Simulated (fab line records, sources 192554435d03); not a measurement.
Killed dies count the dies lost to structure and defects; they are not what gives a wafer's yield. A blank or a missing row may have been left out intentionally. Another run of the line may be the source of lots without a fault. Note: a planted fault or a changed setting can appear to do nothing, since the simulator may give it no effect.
Split-lot experiment | flow n5 finfet | 21 wafers read from 7 lots, route of 1938 steps

## THE SPLIT
At N5_HKMG_FIN_ETCH_58 (etches SOC in N2/H2, target depth 215.8 nm, time 741 s), the setting bias w was moved away from the recipe's 13 W on 9 of the 21 wafers read, by -17.4% to +17.8%. This setting was run at the recipe's value on the other wafers.

The split's own step is where the reading is taken.

## THE READING
rf vpp V, in V, at N5_HKMG_FIN_ETCH_58 (etches SOC in N2/H2, target depth 215.8 nm, time 741 s). Fault-free wafers of this fab line usually give 99.1 V, standard deviation 1.1 V.

wafer  | tool, chamber at the split | bias w as run, W | against the recipe | rf vpp V, V | against lot-mates on the recipe
L075.1 | rie diel-03, 3             | 13               | recipe             | 97.8        | -
L075.3 | rie diel-03, 0             | 10.74            | -17.4%             | 87.4        | -10.8
L075.6 | rie diel-03, 0             | 13               | recipe             | 98.5        | -
L076.2 | rie diel-05, 1             | 11.39            | -12.4%             | 91.4        | -7.1
L076.4 | rie diel-05, 0             | 11.39            | -12.4%             | 89.9        | -8.6
L076.6 | rie diel-05, 3             | 13               | recipe             | 98.5        | -
L084.2 | rie diel-01, 0             | 13               | recipe             | 100.2       | -
L084.5 | rie diel-01, 1             | 11.38            | -12.5%             | 90.7        | -9.5
L084.6 | rie diel-01, 0             | 11.38            | -12.5%             | 91.9        | -8.3
L085.2 | rie diel-05, 0             | 11.19            | -13.9%             | 89.6        | -10.0
L085.4 | rie diel-05, 3             | 11.19            | -13.9%             | 91.4        | -8.2
L085.6 | rie diel-05, 3             | 13               | recipe             | 99.6        | -
L089.3 | rie diel-01, 0             | 13               | recipe             | 99.2        | -
L089.5 | rie diel-01, 3             | 13               | recipe             | 100.3       | -
L089.6 | rie diel-01, 2             | 13               | recipe             | 99.9        | -
L091.2 | rie diel-05, 0             | 13               | recipe             | 101.5       | -
L091.4 | rie diel-05, 2             | 11.67            | -10.2%             | 92.1        | -8.6
L091.6 | rie diel-05, 2             | 13               | recipe             | 99.8        | -
L097.1 | rie diel-01, 0             | 15.32            | +17.8%             | 111.7       | +11.6
L097.3 | rie diel-01, 1             | 13               | recipe             | 100.1       | -
L097.5 | rie diel-01, 3             | 13               | recipe             | 100.1       | -

FIT RESULTS
A straight line over all 21 wafers: rf vpp V changes by +0.685 V for each +1% of bias w; r = +0.99; the points scatter about the line by 0.91 V.
The same after taking each lot's own level away (the mean of its wafers on the recipe; 21 wafers): +0.661 V for each +1%; r = +0.99; scatter 0.75 V.
On that fit, the largest move of bias w shifts the reading by 12 V.
Across the lots, their own levels run from 98.15 to 100.65 V, a range of 2.3 times the standard deviation given above.
The two slopes agree, so the slope changes little with the lot-to-lot level.
Check: with one of the wafers moved furthest among these (+17.8%) left out of the fit, the line predicts +11.8 V for it against its lot-mates. Against them it came out at +11.6 V.
Tool readings at the split's step, against how far the setting was moved: rf vpp V r = +0.99.

## OTHER SPLITS ON THESE WAFERS
Before the reading, these wafers also passed through other splits. Each is held against what the fit with the lots' levels taken away leaves over:
other split on the same wafers | wafers away from the commonest value | r with rf vpp V (lot level and that fit taken away)
N5_SD_EPI_N_DESCUM_14 time s   | 5                                    | -0.32
N5_HKMG_FIN_ETCH_54 source w   | 5                                    | -0.03

## FILE'S OWN FIT
rf vpp V changes by +0.666 V for each +1% of bias w, r = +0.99.
